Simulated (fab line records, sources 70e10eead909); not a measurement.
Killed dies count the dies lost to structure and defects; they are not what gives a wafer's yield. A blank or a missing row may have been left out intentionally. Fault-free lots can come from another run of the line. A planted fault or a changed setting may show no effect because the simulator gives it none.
fab line records | flow nand-harc | part 2 of 2: steps 5 to 6 of 6
record lots=22 | wafers=66 | last-day=33
route steps=1302 shown P_ZERO_WELL@19 P_GATE@124
lots that met no fault: from a run of the same line without faults
start-h: the number of hours between the record's first day and the start of the first shown wafer of the lot | wait-h: how many hours have passed since the lot's step before this one | " as in the row above | L1.1+2: several wafers, shown together as one row | - value missing, or start not given | * or withheld: withheld | < > ~ a bound
route shown NAME@n: NAME is a module with steps in the file, n the number in the route of the first one | usual: average and standard deviation across the fault-free wafers | same: alike in all rows | chamber/n: place in a boat | sites: the reading at each site | _std_site: their standard deviation | _edge_site: the outer-site mean with the inner-site mean subtracted | radius-mm: for every site, how far away it sits from the centre of the wafer | mask NAME#n: copy n | behind: the tool/chamber that last shaped the wafer | hold: why the lot went on hold/how many hours it stayed there/how the hold came to an end | device: names the non-switching transistor (n, p or np) | end of line: the same wafers' tests at the end of the route | step lacking rows: just its recipe | killed: dies lost to structure and defects at the first sort, not the wafer's yield | map: dies across one wafer; x = killed, . = not, _ = none there
set.NAME: the run value of the setting; set.NAME@STEP: its run value at that earlier step | model.NAME: the simulator's own value behind a step, which no gauge read
one table for each step of the route and one row for each wafer, over a sample of lots
services: when a tool's chamber went out of use (start-h, in hours from the record's first day, below 0 if earlier), for how many hours, and the reason
## steps
# step NHARC_P_GATE_HM_OPEN_105
# recipe target-depth-a=3600 | o2-flow-sccm=400 | cos-flow-sccm=20 | ar-flow-sccm=0 | rf-w=500 | bias-w=300 | chemistry=O2/COS
# usual bias-w=300.0/0.84 | drypump-motor-current-A=5.6/0.56 | oes-product-au=1.001/0.012 | rf-vpp-V=467.8/2.5 | showerhead-plenum-p-Torr=3.15/0.11 | throttle-valve-pct=28.331/0.0087
lot.wafer | tool        | chamber | start-h | wait-h | bias-w | drypump-motor-current-A | oes-product-au | rf-hours-counter-h | rf-vpp-V | showerhead-plenum-p-Torr | throttle-valve-pct
L074.1    | rie-diel-07 | 0       | -       | -      | 301.1  | 6.7                     | 0.984          | 8.1                | 468.1    | 3.11                     | 28.336
L074.5    | "           | 1       | "       | "      | 298.5  | 5.1                     | 0.997          | -                  | 465.7    | 3.08                     | 28.339
L074.6    | "           | 2       | "       | "      | 300.8  | 6.0                     | 0.998          | -                  | 470.3    | 3.34                     | 28.336
L075.4    | rie-diel-05 | 2       | -       | -      | 299.9  | 5.2                     | 0.996          | 4.3                | 468.1    | 3.16                     | 28.332
L075.2    | "           | 3       | "       | "      | 300.5  | 5.8                     | 1.000          | 3.9                | 467.9    | 3.16                     | 28.336
L075.5    | "           | 3       | "       | "      | 299.8  | 5.8                     | 1.005          | -                  | 468.1    | 3.15                     | 28.312
L076.1    | rie-diel-12 | 1       | -       | -      | 301.3  | 5.6                     | 1.003          | 0.8                | 470.1    | 3.23                     | 28.340
L076.4    | "           | 2       | "       | "      | 299.5  | 5.7                     | 0.999          | 0.9                | 471.1    | 3.33                     | 28.329
L076.2    | "           | 3       | "       | "      | 299.5  | 4.6                     | 1.024          | 0.8                | 465.0    | 3.02                     | 28.319
L077.3    | rie-diel-12 | 0       | -       | -      | 298.7  | 5.0                     | 1.015          | 2.0                | 472.2    | 3.34                     | 28.323
L077.5    | "           | 0       | "       | "      | 299.2  | 5.0                     | 1.018          | -                  | 471.6    | 3.34                     | 28.330
L077.4    | "           | 1       | "       | "      | 300.1  | 5.6                     | 1.015          | -                  | 470.0    | 3.23                     | 28.332
L078.1    | rie-diel-12 | 3       | -       | -      | 300.8  | 4.7                     | 1.010          | 1.4                | 466.9    | 3.02                     | 28.350
L078.3    | "           | 0       | "       | "      | 299.8  | 5.0                     | 1.009          | 2.7                | 471.7    | 3.34                     | 28.328
L078.4    | "           | 1       | "       | "      | 299.8  | 5.7                     | 1.007          | 2.7                | 468.6    | 3.23                     | 28.315
L079.2    | rie-diel-12 | 2       | -       | -      | 300.4  | 5.8                     | 0.989          | 2.7                | 470.2    | 3.33                     | 28.324
L079.1    | "           | 3       | "       | "      | 299.5  | 4.7                     | 0.995          | 1.6                | 464.6    | 3.02                     | 28.332
L079.3    | "           | 1       | "       | "      | 300.8  | 5.6                     | 1.003          | 2.9                | 469.9    | 3.23                     | 28.314
L080.2    | rie-diel-05 | 3       | -       | -      | 298.7  | 5.8                     | 1.010          | 7.6                | 469.1    | 3.15                     | 28.321
L080.3    | "           | 1       | "       | "      | 301.9  | 5.6                     | 0.993          | 8.3                | 462.8    | 2.98                     | 28.338
L080.5    | "           | 3       | "       | "      | 298.8  | 5.8                     | 1.012          | -                  | 467.2    | 3.15                     | 28.340
L082.4    | rie-diel-05 | 2       | -       | -      | 300.2  | 5.2                     | 0.994          | 8.8                | 466.4    | 3.16                     | 28.312
L082.2    | "           | 0       | "       | "      | 301.3  | 5.4                     | 1.002          | 7.7                | 468.4    | 3.15                     | 28.333
L082.5    | "           | 1       | "       | "      | 300.9  | 5.6                     | 0.999          | -                  | 465.0    | 2.97                     | 28.331
L083.3    | rie-diel-12 | 0       | -       | -      | 300.8  | 5.0                     | 1.000          | 6.0                | 472.9    | 3.34                     | 28.319
L083.2    | "           | 1       | "       | "      | 299.7  | 5.6                     | 1.014          | 6.0                | 470.0    | 3.23                     | 28.325
L083.6    | "           | 0       | "       | "      | 300.1  | 5.0                     | 1.012          | -                  | 472.9    | 3.34                     | 28.331
L084.3    | rie-diel-07 | 0       | -       | -      | 299.0  | 6.6                     | 0.973          | 3.6                | 466.0    | 3.10                     | 28.329
L084.5    | "           | 0       | "       | "      | 299.4  | 6.7                     | 0.985          | -                  | 466.6    | 3.10                     | 28.337
L084.6    | "           | 1       | "       | "      | 300.7  | 5.1                     | 0.997          | -                  | 464.8    | 3.08                     | 28.323
L086.2    | rie-diel-05 | 3       | -       | -      | 298.4  | 5.8                     | 1.009          | 10.1               | 468.2    | 3.15                     | 28.306
L086.6    | "           | 2       | "       | "      | 299.0  | 5.2                     | 0.982          | -                  | 468.2    | 3.16                     | 28.353
L086.5    | "           | 3       | "       | "      | 299.8  | 5.8                     | 1.011          | -                  | 467.0    | 3.15                     | 28.326
L087.3    | rie-diel-07 | 3       | -       | -      | 300.4  | 6.5                     | 0.995          | 4.6                | 466.6    | 3.07                     | 28.321
L087.6    | "           | 1       | "       | "      | 299.2  | 5.1                     | 1.003          | -                  | 465.6    | 3.08                     | 28.334
L087.5    | "           | 2       | "       | "      | 299.6  | 6.0                     | 1.001          | -                  | 471.3    | 3.33                     | 28.315
L088.3    | rie-diel-05 | 3       | -       | -      | 299.7  | 5.8                     | 1.020          | 0.2                | 468.4    | 3.15                     | 28.333
L088.1    | "           | 0       | "       | "      | 299.3  | 5.4                     | 1.009          | 0.2                | 468.8    | 3.15                     | 28.330
L088.6    | "           | 3       | "       | "      | 300.1  | 5.8                     | 1.026          | -                  | 467.6    | 3.15                     | 28.324
L089.4    | rie-diel-07 | 0       | -       | -      | 299.6  | 6.7                     | 0.997          | 6.2                | 467.7    | 3.10                     | 28.325
L089.1    | "           | 2       | "       | "      | 299.9  | 6.0                     | 1.005          | 7.5                | 471.0    | 3.33                     | 28.328
L089.5    | "           | 1       | "       | "      | 300.8  | 5.1                     | 1.002          | -                  | 466.0    | 3.08                     | 28.339
L090.2    | rie-diel-05 | 3       | -       | -      | 298.9  | 5.8                     | 1.027          | 1.5                | 468.3    | 3.15                     | 28.319
L090.3    | "           | 0       | "       | "      | 299.6  | 5.4                     | 1.009          | 0.9                | 468.0    | 3.15                     | 28.342
L090.6    | "           | 1       | "       | "      | 299.8  | 5.6                     | 1.006          | -                  | 464.8    | 2.97                     | 28.322
L091.3    | rie-diel-07 | 2       | -       | -      | 301.4  | 6.0                     | 1.001          | 8.6                | 471.4    | 3.33                     | 28.326
L091.4    | "           | 3       | "       | "      | 300.5  | 6.5                     | 1.010          | 8.0                | 467.0    | 3.07                     | 28.322
L091.5    | "           | 1       | "       | "      | 299.8  | 5.1                     | 0.982          | -                  | 465.4    | 3.08                     | 28.337
L092.2    | rie-diel-07 | 3       | -       | -      | 299.4  | 6.5                     | 1.004          | 8.2                | 465.6    | 3.07                     | 28.334
L092.1    | "           | 2       | "       | "      | 299.4  | 6.0                     | 1.008          | 8.8                | 470.6    | 3.33                     | 28.316
L092.5    | "           | 3       | "       | "      | 300.3  | 6.5                     | 1.001          | -                  | 465.7    | 3.07                     | 28.339
L093.1    | rie-diel-05 | 1       | -       | -      | 299.8  | 5.6                     | 0.988          | 2.4                | 462.9    | 2.97                     | 28.325
L093.5    | "           | 3       | "       | "      | 298.6  | 5.8                     | 1.023          | -                  | 467.2    | 3.15                     | 28.339
L093.6    | "           | 0       | "       | "      | 299.4  | 5.4                     | 0.994          | -                  | 468.7    | 3.15                     | 28.325
L094.1    | rie-diel-05 | 1       | -       | -      | 299.6  | 5.6                     | 1.006          | 2.7                | 463.3    | 2.97                     | 28.324
L094.2    | "           | 0       | "       | "      | 298.9  | 5.3                     | 1.017          | 2.5                | 466.9    | 3.15                     | 28.323
L094.5    | "           | 1       | "       | "      | 300.9  | 5.6                     | 0.995          | -                  | 463.7    | 2.97                     | 28.329
L095.4    | rie-diel-07 | 2       | -       | -      | 301.3  | 6.0                     | 0.998          | 0.1                | 471.3    | 3.33                     | 28.336
L095.2    | "           | 3       | "       | "      | 300.8  | 6.5                     | 1.012          | 0.1                | 465.3    | 3.07                     | 28.336
L095.5    | "           | 3       | "       | "      | 299.7  | 6.5                     | 1.020          | -                  | 467.0    | 3.07                     | 28.320
L096.2    | rie-diel-05 | 1       | -       | -      | 299.2  | 5.6                     | 1.013          | 5.3                | 463.5    | 2.97                     | 28.337
L096.4    | "           | 3       | "       | "      | 298.8  | 5.8                     | 1.021          | 5.5                | 467.9    | 3.15                     | 28.327
L096.3    | "           | 0       | "       | "      | 299.4  | 5.4                     | 1.015          | 4.4                | 467.4    | 3.15                     | 28.331
L097.2    | rie-diel-07 | 0       | -       | -      | 300.0  | 6.7                     | 0.998          | 3.0                | 466.3    | 3.10                     | 28.326
L097.3    | "           | 1       | "       | "      | 301.4  | 5.1                     | 0.982          | 3.5                | 466.6    | 3.08                     | 28.339
L097.6    | "           | 1       | "       | "      | 299.9  | 5.1                     | 0.999          | -                  | 466.0    | 3.07                     | 28.322
# step NHARC_P_GATE_STRIP_111
# recipe power-w=1500 | temp-c=110 | time-s=250 | chemistry=N2/H2
# usual drypump-motor-current-A=5.4/0.33 | heater-power-w=92/9.6
lot.wafer | tool            | chamber | start-h | wait-h | drypump-motor-current-A | heater-power-w | rf-hours-counter-h
L074.1    | plasma-asher-01 | 0       | 109.07  | 0.4    | 5.8                     | 110            | 13
L074.6    | "               | 1       | "       | "      | 4.9                     | 91             | -
L074.5    | "               | 0       | "       | "      | 5.8                     | 107            | -
L075.2    | plasma-asher-01 | 0       | 124.21  | 0.2    | 5.8                     | 107            | 15
L075.4    | "               | 1       | "       | "      | 4.9                     | 94             | -
L075.5    | "               | 0       | "       | "      | 5.8                     | 110            | -
L076.2    | plasma-asher-02 | 0       | 124.88  | 0.2    | 5.5                     | 81             | 11
L076.1    | "               | 1       | "       | "      | 5.4                     | 82             | 11
L076.4    | "               | 1       | "       | "      | 5.4                     | 83             | -
L077.4    | plasma-asher-01 | 1       | 140.25  | 0.2    | 4.9                     | 96             | -
L077.3    | "               | 0       | "       | "      | 5.8                     | 106            | -
L077.5    | "               | 0       | "       | "      | 5.8                     | 104            | -
L078.1    | plasma-asher-01 | 0       | 147.27  | 0.2    | 5.8                     | 106            | 22
L078.3    | "               | 0       | "       | "      | 5.8                     | 109            | -
L078.4    | "               | 1       | "       | "      | 4.9                     | 93             | -
L079.1    | plasma-asher-02 | 1       | 162.67  | 0.2    | 5.4                     | 82             | 18
L079.2    | "               | 0       | "       | "      | 5.6                     | 81             | 18
L079.3    | "               | 0       | "       | "      | 5.6                     | 81             | -
L080.2    | plasma-asher-02 | 0       | 173.51  | 0.2    | 5.6                     | 83             | 20
L080.3    | "               | 1       | "       | "      | 5.4                     | 82             | -
L080.5    | "               | 1       | "       | "      | 5.4                     | 81             | -
L082.2    | plasma-asher-01 | 0       | 198.38  | 0.2    | 5.8                     | 107            | 30
L082.4    | "               | 1       | "       | "      | 4.9                     | 93             | -
L082.5    | "               | 0       | "       | "      | 5.8                     | 108            | -
L083.2    | plasma-asher-02 | 1       | 205.98  | 0.2    | 5.4                     | 85             | 27
L083.3    | "               | 0       | "       | "      | 5.6                     | 79             | -
L083.6    | "               | 1       | "       | "      | 5.4                     | 83             | -
L084.3    | plasma-asher-02 | 0       | 220.37  | 0.2    | 5.5                     | 79             | -
L084.6    | "               | 0       | "       | "      | 5.5                     | 82             | -
L084.5    | "               | 1       | "       | "      | 5.4                     | 83             | -
L086.2    | plasma-asher-01 | 1       | 228.58  | 0.2    | 5.0                     | 93             | 1
L086.6    | "               | 0       | "       | "      | 5.8                     | 102            | -
L086.5    | "               | 1       | "       | "      | 5.0                     | 94             | -
L087.3    | plasma-asher-02 | 0       | 239.95  | 0.3    | 5.5                     | 81             | -
L087.5    | "               | 1       | "       | "      | 5.4                     | 81             | -
L087.6    | "               | 0       | "       | "      | 5.6                     | 81             | -
L088.1    | plasma-asher-01 | 0       | 255.86  | 0.2    | 5.8                     | 104            | 8
L088.3    | "               | 1       | "       | "      | 5.0                     | 91             | -
L088.6    | "               | 0       | "       | "      | 5.8                     | 107            | -
L089.1    | plasma-asher-01 | 0       | 266.76  | 0.2    | 5.8                     | 103            | 10
L089.4    | "               | 0       | "       | "      | 5.8                     | 102            | -
L089.5    | "               | 1       | "       | "      | 5.0                     | 93             | -
L090.2    | plasma-asher-01 | 0       | 269.98  | 0.2    | 5.8                     | 103            | 11
L090.3    | "               | 0       | "       | "      | 5.8                     | 103            | -
L090.6    | "               | 1       | "       | "      | 4.9                     | 92             | -
L091.4    | plasma-asher-01 | 0       | 282.63  | 0.2    | 5.8                     | 104            | -
L091.3    | "               | 1       | "       | "      | 4.9                     | 92             | -
L091.5    | "               | 1       | "       | "      | 4.9                     | 93             | -
L092.1    | plasma-asher-02 | 0       | 292.31  | 0.2    | 5.6                     | 85             | 5
L092.2    | "               | 1       | "       | "      | 5.4                     | 82             | 5
L092.5    | "               | 0       | "       | "      | 5.6                     | 87             | -
L093.1    | plasma-asher-01 | 0       | 292.84  | 0.2    | 5.8                     | 103            | 16
L093.5    | "               | 1       | "       | "      | 4.9                     | 94             | -
L093.6    | "               | 0       | "       | "      | 5.8                     | 103            | -
L094.1    | plasma-asher-01 | 1       | 306.78  | 0.2    | 5.0                     | 94             | 20
L094.2    | "               | 0       | "       | "      | 5.8                     | 103            | 20
L094.5    | "               | 1       | "       | "      | 4.9                     | 91             | -
L095.2    | plasma-asher-02 | 1       | 317.13  | 0.2    | 5.4                     | 85             | 11
L095.4    | "               | 0       | "       | "      | 5.6                     | 84             | -
L095.5    | "               | 1       | "       | "      | 5.4                     | 79             | -
L096.2    | plasma-asher-02 | 1       | 326.02  | 0.2    | 5.4                     | 82             | 13
L096.4    | "               | 0       | "       | "      | 5.6                     | 86             | -
L096.3    | "               | 1       | "       | "      | 5.4                     | 82             | -
L097.2    | plasma-asher-01 | 1       | 340.81  | 0.2    | 4.9                     | 91             | 27
L097.3    | "               | 1       | "       | "      | 4.9                     | 92             | -
L097.6    | "               | 1       | "       | "      | 5.0                     | 91             | -
## services
tool            | chamber | start-h | hours | kind
rie-diel-07     | 0       | -0.79   | 1.6   | repair
rie-diel-12     | -       | 1.15    | 0.1   | repair
rie-diel-12     | 3       | 7.17    | 4.7   | repair
rie-diel-05     | 1       | 16.27   | 2.8   | repair
rie-diel-05     | 3       | 20.11   | 5.6   | repair
plasma-asher-01 | -       | 35.25   | 9.0   | pm
rie-diel-07     | 1       | 38.36   | 20.5  | repair
rie-diel-05     | 3       | 39.10   | 4.2   | repair
rie-diel-05     | 3       | 45.21   | 8.0   | repair
rie-diel-05     | -       | 52.60   | 9.0   | pm
plasma-asher-01 | -       | 64.77   | 2.4   | repair
rie-diel-12     | 3       | 70.10   | 12.2  | repair
rie-diel-12     | -       | 91.50   | 9.0   | pm
rie-diel-07     | -       | 117.22  | 9.0   | pm
rie-diel-12     | 3       | 119.41  | 12.6  | repair
rie-diel-05     | 3       | 123.40  | 7.5   | repair
rie-diel-12     | 0       | 144.59  | 5.2   | repair
rie-diel-05     | 2       | 155.53  | 7.6   | repair
rie-diel-12     | 2       | 171.94  | 7.2   | repair
plasma-asher-01 | -       | 206.33  | 0.8   | repair
rie-diel-05     | -       | 229.60  | 9.0   | pm
rie-diel-05     | -       | 289.06  | 3.4   | repair
rie-diel-07     | -       | 294.22  | 9.0   | pm
rie-diel-07     | 2       | 322.94  | 11.5  | repair
